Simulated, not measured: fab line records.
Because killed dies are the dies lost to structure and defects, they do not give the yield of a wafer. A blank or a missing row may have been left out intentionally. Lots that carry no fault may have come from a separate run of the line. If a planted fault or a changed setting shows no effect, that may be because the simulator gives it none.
The tool behind it: which one? | flow nandHarc | Sampling: 24 lots, 72 wafers, 6 of 1159 route steps

## WHAT EACH GAUGE READ, for each wafer
Not one reading of a measure or inspect step in the record can be checked against a usual standard deviation.

## TOOL THAT RAN EACH LOT (tool first, then ch and the chambers of the sampled wafers, then the start)
lot  | NHARC_A_CHANNEL_FILL_D1_STRIP_29             | NHARC_A_STAIRCASE_ETCH_23                    | NHARC_A_STAIRCASE_ETCH_25                    | NHARC_A_STAIRCASE_ETCH_190                   | NHARC_A_STAIRCASE_TRIM_198                   | NHARC_A_STAIRCASE_DESCUM_219
L074 | rieDiel-01 ch 1,2, day 11 05:41 or earlier   | rieDiel-12 ch 1,2, day 11 05:41 or earlier   | rieDiel-12 ch 2,3, day 11 05:41 or earlier   | rieDiel-03 ch 1,2,3, day 11 05:41 or earlier | rieDiel-03 ch 0,2,3, day 11 05:41 or earlier | rieDiel-12 ch 0,1,3, day 11 05:41
L075 | rieDiel-05 ch 0,1,2, day 11 04:37 or earlier | rieDiel-12 ch 0,2,3, day 11 04:37 or earlier | rieDiel-12 ch 1,2, day 11 04:37 or earlier   | rieDiel-12 ch 0,3, day 11 04:37 or earlier   | rieDiel-12 ch 0,3, day 11 04:37 or earlier   | rieDiel-12 ch 0,2, day 11 04:37
L077 | rieDiel-01 ch 0,1,2, day 11 09:35 or earlier | rieDiel-08 ch 0,2, day 11 09:35 or earlier   | rieDiel-08 ch 0,1, day 11 09:35 or earlier   | rieDiel-08 ch 1,2,3, day 11 09:35 or earlier | rieDiel-08 ch 1,2,3, day 11 09:35 or earlier | rieDiel-03 ch 0,2, day 11 09:35
L076 | rieDiel-01 ch 0,1,2, day 11 19:24 or earlier | rieDiel-12 ch 0,1,2, day 11 19:24 or earlier | rieDiel-12 ch 0,1,3, day 11 19:24 or earlier | rieDiel-08 ch 0,2,3, day 11 19:24 or earlier | rieDiel-12 ch 0,1,3, day 11 19:24 or earlier | rieDiel-12 ch 0,2,3, day 11 19:24
L080 | rieDiel-05 ch 1,2,3, day 11 10:14            | rieDiel-12 ch 0,1,2, day 12 05:16 or earlier | rieDiel-12 ch 0,1,3, day 12 05:16 or earlier | rieDiel-03 ch 1,2,3, day 12 05:16 or earlier | rieDiel-12 ch 0,1, day 12 05:16 or earlier   | rieDiel-03 ch 0,1,3, day 12 05:16
L078 | rieDiel-05 ch 1,3, day 12 08:07 or earlier   | rieDiel-12 ch 0,1,3, day 12 08:07 or earlier | rieDiel-12 ch 1,3, day 12 08:07 or earlier   | rieDiel-08 ch 1,2, day 12 08:07 or earlier   | rieDiel-12 ch 0,1,3, day 12 08:07 or earlier | rieDiel-12 ch 1,3, day 12 08:07
L079 | rieDiel-01 ch 1,2, day 12 08:19 or earlier   | rieDiel-12 ch 1,2,3, day 12 08:19 or earlier | rieDiel-12 ch 0,1, day 12 08:19 or earlier   | rieDiel-12 ch 0,2,3, day 12 08:19 or earlier | rieDiel-08 ch 1,2, day 12 08:19 or earlier   | rieDiel-12 ch 1,2,3, day 12 08:19
L081 | rieDiel-01 ch 0,2,3, day 13 00:22 or earlier | rieDiel-03 ch 1,2,3, day 13 00:22 or earlier | rieDiel-03 ch 0,1,2, day 13 00:22 or earlier | rieDiel-12 ch 0,1,3, day 13 00:22 or earlier | rieDiel-12 ch 1,2,3, day 13 00:22 or earlier | rieDiel-12 ch 1,2,3, day 13 00:22
L082 | rieDiel-05 ch 2,3, day 13 10:16 or earlier   | rieDiel-08 ch 0,1,2, day 13 10:16 or earlier | rieDiel-08 ch 0,2,3, day 13 10:16 or earlier | rieDiel-12 ch 0,1,2, day 13 10:16 or earlier | rieDiel-12 ch 0,1,2, day 13 10:16 or earlier | rieDiel-12 ch 0,2,3, day 13 10:16
L083 | rieDiel-01 ch 1,2, day 13 10:19 or earlier   | rieDiel-12 ch 1,2,3, day 13 10:19 or earlier | rieDiel-12 ch 0,2, day 13 10:19 or earlier   | rieDiel-08 ch 1,3, day 13 10:19 or earlier   | rieDiel-08 ch 1,3, day 13 10:19 or earlier   | rieDiel-12 ch 0,2,3, day 13 10:19
L084 | rieDiel-05 ch 1,2, day 13 17:38 or earlier   | rieDiel-08 ch 0,1, day 13 17:38 or earlier   | rieDiel-08 ch 2,3, day 13 17:38 or earlier   | rieDiel-12 ch 0,1,3, day 13 17:38 or earlier | rieDiel-03 ch 0,1,2, day 13 17:38 or earlier | rieDiel-12 ch 0,2,3, day 13 17:38
L085 | rieDiel-05 ch 1,2, day 13 18:29 or earlier   | rieDiel-08 ch 0,2,3, day 13 18:29 or earlier | rieDiel-08 ch 2,3, day 13 18:29 or earlier   | rieDiel-12 ch 1,2,3, day 13 18:29 or earlier | rieDiel-12 ch 0,3, day 13 18:29 or earlier   | rieDiel-03 ch 0,2, day 13 18:29
L086 | rieDiel-05 ch 2,3, day 14 00:01 or earlier   | rieDiel-12 ch 0,1, day 14 00:01 or earlier   | rieDiel-12 ch 0,1,2, day 14 00:01 or earlier | rieDiel-03 ch 0,2,3, day 14 00:01 or earlier | rieDiel-03 ch 2,3, day 14 00:01 or earlier   | rieDiel-08 ch 1,2,3, day 14 00:01
L087 | rieDiel-05 ch 0,1,3, day 14 00:10 or earlier | rieDiel-12 ch 0,2,3, day 14 00:10 or earlier | rieDiel-12 ch 1,2,3, day 14 00:10 or earlier | rieDiel-12 ch 1,2, day 14 00:10 or earlier   | rieDiel-03 ch 1,2,3, day 14 00:10 or earlier | rieDiel-12 ch 2,3, day 14 00:10
L088 | rieDiel-01 ch 0,3, day 13 17:55              | rieDiel-08 ch 0,1, day 14 11:20 or earlier   | rieDiel-08 ch 1,2,3, day 14 11:20 or earlier | rieDiel-12 ch 1,3, day 14 11:20 or earlier   | rieDiel-12 ch 1,2,3, day 14 11:20 or earlier | rieDiel-12 ch 1,3, day 14 11:20
L090 | rieDiel-01 ch 1,2,3, day 14 21:17 or earlier | rieDiel-03 ch 0,2,3, day 14 21:17 or earlier | rieDiel-03 ch 0,1,3, day 14 21:17 or earlier | rieDiel-08 ch 0,3, day 14 21:17 or earlier   | rieDiel-08 ch 1,2,3, day 14 21:17 or earlier | rieDiel-12 ch 1,3, day 14 21:17
L089 | rieDiel-05 ch 0,1,3, day 14 19:47 or earlier | rieDiel-12 ch 1,2,3, day 14 19:47 or earlier | rieDiel-12 ch 1,3, day 14 19:47 or earlier   | rieDiel-08 ch 1,3, day 14 19:47 or earlier   | rieDiel-03 ch 0,3, day 14 19:47 or earlier   | rieDiel-08 ch 1,2,3, day 14 19:47
L091 | rieDiel-05 ch 0,2, day 15 07:32 or earlier   | rieDiel-12 ch 2,3, day 15 07:32 or earlier   | rieDiel-12 ch 1,3, day 15 07:32 or earlier   | rieDiel-03 ch 1,3, day 15 07:32 or earlier   | rieDiel-12 ch 2,3, day 15 07:32 or earlier   | rieDiel-03 ch 1,2,3, day 15 07:32
L092 | rieDiel-05 ch 1,3, day 15 14:08 or earlier   | rieDiel-12 ch 1,2, day 15 14:08 or earlier   | rieDiel-12 ch 0,2, day 15 14:08 or earlier   | rieDiel-12 ch 0,1,2, day 15 14:08 or earlier | rieDiel-12 ch 0,2, day 15 14:08 or earlier   | rieDiel-12 ch 0,1,2, day 15 14:08
L093 | rieDiel-01 ch 0,2, day 15 05:09              | rieDiel-12 ch 0,1,3, day 15 23:46 or earlier | rieDiel-12 ch 0,2,3, day 15 23:46 or earlier | rieDiel-03 ch 0,2,3, day 15 23:46 or earlier | rieDiel-03 ch 0,1,3, day 15 23:46 or earlier | rieDiel-12 ch 0,2,3, day 15 23:46
L094 | rieDiel-06 ch 0,1,2, day 15 22:14 or earlier | rieDiel-08 ch 0,1,3, day 15 22:14 or earlier | rieDiel-08 ch 1,3, day 15 22:14 or earlier   | rieDiel-12 ch 1,3, day 15 22:14 or earlier   | rieDiel-12 ch 0,1, day 15 22:14 or earlier   | rieDiel-03 ch 0,2,3, day 15 22:14
L095 | rieDiel-01 ch 0,2,3, day 16 06:34 or earlier | rieDiel-12 ch 2,3, day 16 06:34 or earlier   | rieDiel-12 ch 1,3, day 16 06:34 or earlier   | rieDiel-03 ch 1,2,3, day 16 06:34 or earlier | rieDiel-03 ch 2,3, day 16 06:34 or earlier   | rieDiel-12 ch 0,1,2, day 16 06:34
L096 | rieDiel-05 ch 0,1,2, day 16 12:20 or earlier | rieDiel-08 ch 0,1,2, day 16 12:20 or earlier | rieDiel-08 ch 0,1, day 16 12:20 or earlier   | rieDiel-12 ch 1,2, day 16 12:20 or earlier   | rieDiel-12 ch 0,3, day 16 12:20 or earlier   | rieDiel-03 ch 0,2, day 16 12:20
L097 | rieDiel-01 ch 1,2, day 17 04:13 or earlier   | rieDiel-03 ch 1,3, day 17 04:13 or earlier   | rieDiel-03 ch 1,2, day 17 04:13 or earlier   | rieDiel-08 ch 0,3, day 17 04:13 or earlier   | rieDiel-03 ch 0,2, day 17 04:13 or earlier   | rieDiel-08 ch 0,1,3, day 17 04:13
- NHARC_A_CHANNEL_FILL_D1_STRIP_29: strips in O2, time 20 s.
- NHARC_A_STAIRCASE_ETCH_23: etches the open film in C4F8/O2, target depth 100 nm, time 40.5 s.
- NHARC_A_STAIRCASE_ETCH_25: etches the open film in C4F8/O2, target depth 100 nm, time 40.5 s.
- NHARC_A_STAIRCASE_ETCH_190: etches the open film in C4F8/O2, target depth 100 nm, time 40.5 s.
- NHARC_A_STAIRCASE_TRIM_198: chemistry O2, time 211.2 s.
- NHARC_A_STAIRCASE_DESCUM_219: chemistry O2, time 3 s.

## AS READ BY THE TOOLS THEMSELVES (means over the sampled wafers that have a number; for cases with no such wafer, the mark the record gives instead)
NHARC_A_CHANNEL_FILL_D1_STRIP_29.
lot  | tool       | drypumpMotorCurrentA (A) | oesProductAu (a.u.) | rfVppV (V) | showerheadPlenumPTorr (Torr) | throttleValvePct (%)
L074 | rieDiel-01 | 5.8                      | 0.998               | 59.0       | 3.63                         | 17.032
L075 | rieDiel-05 | 5.7                      | 1.006               | 57.9       | 3.53                         | 17.032
L077 | rieDiel-01 | 5.6                      | 1.006               | 58.2       | 3.65                         | 17.027
L076 | rieDiel-01 | 5.6                      | 1.011               | 58.6       | 3.65                         | 17.036
L080 | rieDiel-05 | 5.3                      | 1.014               | 57.6       | 3.62                         | 17.027
L078 | rieDiel-05 | 4.9                      | 1.011               | 59.3       | 3.73                         | 17.034
L079 | rieDiel-01 | 5.5                      | 0.987               | 57.9       | 3.64                         | 17.046
L081 | rieDiel-01 | 6.0                      | 1.014               | 58.4       | 3.67                         | 17.037
L082 | rieDiel-05 | 5.4                      | 1.001               | 57.7       | 3.67                         | 17.034
L083 | rieDiel-01 | 5.8                      | 1.004               | 57.5       | 3.63                         | 17.030
L084 | rieDiel-05 | 5.3                      | 1.009               | 57.7       | 3.58                         | 17.033
L085 | rieDiel-05 | 5.8                      | 1.018               | 57.8       | 3.52                         | 17.040
L086 | rieDiel-05 | 5.8                      | 1.010               | 58.3       | 3.57                         | 17.027
L087 | rieDiel-05 | 5.2                      | 0.997               | 57.9       | 3.63                         | 17.041
L088 | rieDiel-01 | 6.1                      | 1.007               | 58.6       | 3.70                         | 17.035
L090 | rieDiel-01 | 5.9                      | 0.997               | 57.8       | 3.66                         | 17.037
L089 | rieDiel-05 | 5.2                      | 1.011               | 58.1       | 3.63                         | 17.045
L091 | rieDiel-05 | 6.2                      | 1.007               | 57.1       | 3.47                         | 17.052
L092 | rieDiel-05 | 4.9                      | 1.008               | 58.6       | 3.73                         | 17.033
L093 | rieDiel-01 | 5.7                      | 1.006               | 58.2       | 3.66                         | 17.035
L094 | rieDiel-06 | 6.1                      | 1.011               | 57.6       | 3.46                         | 17.034
L095 | rieDiel-01 | 6.0                      | 0.997               | 58.2       | 3.67                         | 17.032
L096 | rieDiel-05 | 5.7                      | 1.003               | 57.9       | 3.52                         | 17.041
L097 | rieDiel-01 | 5.8                      | 0.988               | 58.2       | 3.63                         | 17.032

NHARC_A_STAIRCASE_ETCH_23.
lot  | tool       | oesProductAu (a.u.) | rfVppV (V)
L074 | rieDiel-12 | 0.930               | 897
L075 | rieDiel-12 | 0.931               | 899
L077 | rieDiel-08 | 0.937               | 895
L076 | rieDiel-12 | 0.955               | 895
L080 | rieDiel-12 | 0.943               | 895
L078 | rieDiel-12 | 0.935               | 894
L079 | rieDiel-12 | 0.935               | 897
L081 | rieDiel-03 | 0.967               | 892
L082 | rieDiel-08 | 0.953               | 893
L083 | rieDiel-12 | 0.939               | 898
L084 | rieDiel-08 | 0.948               | 890
L085 | rieDiel-08 | 0.936               | 893
L086 | rieDiel-12 | 0.929               | 891
L087 | rieDiel-12 | 0.943               | 897
L088 | rieDiel-08 | 0.936               | 889
L090 | rieDiel-03 | 0.958               | 890
L089 | rieDiel-12 | 0.935               | 897
L091 | rieDiel-12 | 0.949               | 901
L092 | rieDiel-12 | 0.940               | 893
L093 | rieDiel-12 | 0.934               | 894
L094 | rieDiel-08 | 0.932               | 890
L095 | rieDiel-12 | 0.943               | 900
L096 | rieDiel-08 | 0.939               | 892
L097 | rieDiel-03 | 0.949               | 892

NHARC_A_STAIRCASE_ETCH_25.
lot  | tool       | oesProductAu (a.u.) | rfVppV (V)
L074 | rieDiel-12 | 0.928               | 901
L075 | rieDiel-12 | 0.924               | 897
L077 | rieDiel-08 | 0.939               | 891
L076 | rieDiel-12 | 0.939               | 895
L080 | rieDiel-12 | 0.945               | 895
L078 | rieDiel-12 | 0.938               | 894
L079 | rieDiel-12 | 0.936               | 892
L081 | rieDiel-03 | 0.962               | 890
L082 | rieDiel-08 | 0.943               | 893
L083 | rieDiel-12 | 0.939               | 896
L084 | rieDiel-08 | 0.937               | 894
L085 | rieDiel-08 | 0.943               | 897
L086 | rieDiel-12 | 0.939               | 894
L087 | rieDiel-12 | 0.931               | 897
L088 | rieDiel-08 | 0.944               | 894
L090 | rieDiel-03 | 0.949               | 890
L089 | rieDiel-12 | 0.939               | 898
L091 | rieDiel-12 | 0.938               | 896
L092 | rieDiel-12 | 0.944               | 896
L093 | rieDiel-12 | 0.941               | 898
L094 | rieDiel-08 | 0.933               | 892
L095 | rieDiel-12 | 0.939               | 893
L096 | rieDiel-08 | 0.933               | 889
L097 | rieDiel-03 | 0.940               | 889

NHARC_A_STAIRCASE_ETCH_190.
lot  | tool       | oesProductAu (a.u.) | rfVppV (V)
L074 | rieDiel-03 | 0.930               | 891
L075 | rieDiel-12 | 0.941               | 897
L077 | rieDiel-08 | 0.940               | 894
L076 | rieDiel-08 | 0.938               | 893
L080 | rieDiel-03 | 0.943               | 891
L078 | rieDiel-08 | 0.959               | 897
L079 | rieDiel-12 | 0.945               | 898
L081 | rieDiel-12 | 0.940               | 894
L082 | rieDiel-12 | 0.938               | 895
L083 | rieDiel-08 | 0.945               | 892
L084 | rieDiel-12 | 0.929               | 895
L085 | rieDiel-12 | 0.940               | 896
L086 | rieDiel-03 | 0.951               | 890
L087 | rieDiel-12 | 0.943               | 897
L088 | rieDiel-12 | 0.932               | 894
L090 | rieDiel-08 | 0.930               | 889
L089 | rieDiel-08 | 0.948               | 892
L091 | rieDiel-03 | 0.950               | 890
L092 | rieDiel-12 | 0.941               | 894
L093 | rieDiel-03 | 0.945               | 890
L094 | rieDiel-12 | 0.936               | 897
L095 | rieDiel-03 | 0.958               | 891
L096 | rieDiel-12 | 0.944               | 893
L097 | rieDiel-08 | 0.937               | 891

NHARC_A_STAIRCASE_TRIM_198.
lot  | tool       | drypumpMotorCurrentA (A) | oesProductAu (a.u.) | rfVppV (V) | showerheadPlenumPTorr (Torr) | throttleValvePct (%)
L074 | rieDiel-03 | 5.8                      | 0.995               | 56.8       | 3.38                         | 17.038
L075 | rieDiel-12 | 6.0                      | 1.006               | 57.7       | 3.54                         | 17.037
L077 | rieDiel-08 | 6.0                      | 1.002               | 57.6       | 3.49                         | 17.040
L076 | rieDiel-12 | 6.0                      | 0.997               | 57.1       | 3.50                         | 17.039
L080 | rieDiel-12 | 5.8                      | 0.989               | 57.0       | 3.43                         | 17.036
L078 | rieDiel-12 | 6.0                      | 0.991               | 58.0       | 3.50                         | 17.043
L079 | rieDiel-08 | 6.3                      | 1.001               | 58.3       | 3.53                         | 17.029
L081 | rieDiel-12 | 6.2                      | 0.988               | 58.0       | 3.56                         | 17.038
L082 | rieDiel-12 | 6.0                      | 0.997               | 58.4       | 3.49                         | 17.035
L083 | rieDiel-08 | 5.8                      | 1.000               | 58.2       | 3.42                         | 17.034
L084 | rieDiel-03 | 6.0                      | 1.009               | 57.6       | 3.35                         | 17.041
L085 | rieDiel-12 | 6.2                      | 1.000               | 58.1       | 3.60                         | 17.034
L086 | rieDiel-03 | 5.5                      | 1.011               | 57.2       | 3.38                         | 17.030
L087 | rieDiel-03 | 5.6                      | 1.010               | 57.4       | 3.40                         | 17.048
L088 | rieDiel-12 | 6.2                      | 0.999               | 57.9       | 3.55                         | 17.039
L090 | rieDiel-08 | 6.0                      | 0.996               | 57.5       | 3.47                         | 17.036
L089 | rieDiel-03 | 5.7                      | 1.018               | 57.4       | 3.40                         | 17.035
L091 | rieDiel-12 | 6.4                      | 0.995               | 58.3       | 3.65                         | 17.032
L092 | rieDiel-12 | 6.1                      | 0.997               | 57.8       | 3.58                         | 17.034
L093 | rieDiel-03 | 5.9                      | 1.007               | 57.5       | 3.37                         | 17.030
L094 | rieDiel-12 | 5.8                      | 1.004               | 57.8       | 3.38                         | 17.044
L095 | rieDiel-03 | 5.4                      | 1.011               | 57.1       | 3.41                         | 17.041
L096 | rieDiel-12 | 6.3                      | 1.007               | 57.8       | 3.58                         | 17.042
L097 | rieDiel-03 | 5.9                      | 1.014               | 57.3       | 3.32                         | 17.037

NHARC_A_STAIRCASE_DESCUM_219.
lot  | tool       | drypumpMotorCurrentA (A) | oesProductAu (a.u.) | rfVppV (V) | showerheadPlenumPTorr (Torr) | throttleValvePct (%)
L074 | rieDiel-12 | 6.0                      | 0.990               | 56.8       | 1.90                         | 11.305
L075 | rieDiel-12 | 6.1                      | 0.989               | 58.1       | 1.95                         | 11.314
L077 | rieDiel-03 | 6.2                      | 0.992               | 56.8       | 1.80                         | 11.312
L076 | rieDiel-12 | 6.1                      | 0.997               | 58.1       | 1.96                         | 11.302
L080 | rieDiel-03 | 5.9                      | 1.003               | 57.2       | 1.83                         | 11.311
L078 | rieDiel-12 | 6.3                      | 0.996               | 58.0       | 1.94                         | 11.311
L079 | rieDiel-12 | 6.2                      | 0.991               | 58.1       | 1.94                         | 11.298
L081 | rieDiel-12 | 6.2                      | 0.991               | 58.4       | 1.94                         | 11.319
L082 | rieDiel-12 | 6.2                      | 1.001               | 57.1       | 1.95                         | 11.312
L083 | rieDiel-12 | 6.2                      | 0.992               | 58.4       | 1.95                         | 11.324
L084 | rieDiel-12 | 6.1                      | 0.999               | 58.9       | 1.95                         | 11.316
L085 | rieDiel-03 | 6.2                      | 1.009               | 57.7       | 1.80                         | 11.317
L086 | rieDiel-08 | 6.0                      | 1.004               | 57.2       | 1.88                         | 11.312
L087 | rieDiel-12 | 6.4                      | 0.993               | 59.3       | 1.98                         | 11.316
L088 | rieDiel-12 | 6.1                      | 0.998               | 56.9       | 1.87                         | 11.316
L090 | rieDiel-12 | 6.3                      | 0.994               | 57.6       | 1.93                         | 11.310
L089 | rieDiel-08 | 6.0                      | 1.003               | 58.3       | 1.88                         | 11.310
L091 | rieDiel-03 | 5.6                      | 1.008               | 58.4       | 1.83                         | 11.306
L092 | rieDiel-12 | 6.0                      | 0.995               | 56.9       | 1.89                         | 11.315
L093 | rieDiel-12 | 6.1                      | 1.005               | 57.8       | 1.95                         | 11.308
L094 | rieDiel-03 | 5.7                      | 1.014               | 56.9       | 1.81                         | 11.313
L095 | rieDiel-12 | 6.0                      | 0.996               | 57.6       | 1.88                         | 11.311
L096 | rieDiel-03 | 5.8                      | 1.008               | 57.7       | 1.79                         | 11.307
L097 | rieDiel-08 | 5.9                      | 0.996               | 56.7       | 1.83                         | 11.305

## THE ANSWER, worked out from the rows above alone
Rule: usual is defined by the lots themselves. Put in order of their means at a reading, lots are off if they are a third of the lots or fewer, leave a main group of 4 or more, and stand apart from it by a gap of 3 or more times the standard deviation of the main group's means; of several such gaps the widest counts. The tables above print the reading to a certain number of digits; a main group whose means all agree to those digits is not used. Also off: a lot with no number at a reading for which 4 or more lots have one. The other lots that the step has rows for count as sound. Order of review: gauges by route order, followed by the tools' own readings, for which a lot's mean as printed above is used. At the first step where some lot is off, the reading lying furthest off is the one used; lots without a number count as furthest.
No lot is off at any reading shown: from this, nothing can be told.

## WHAT THE SIMULATOR HAD INSERTED
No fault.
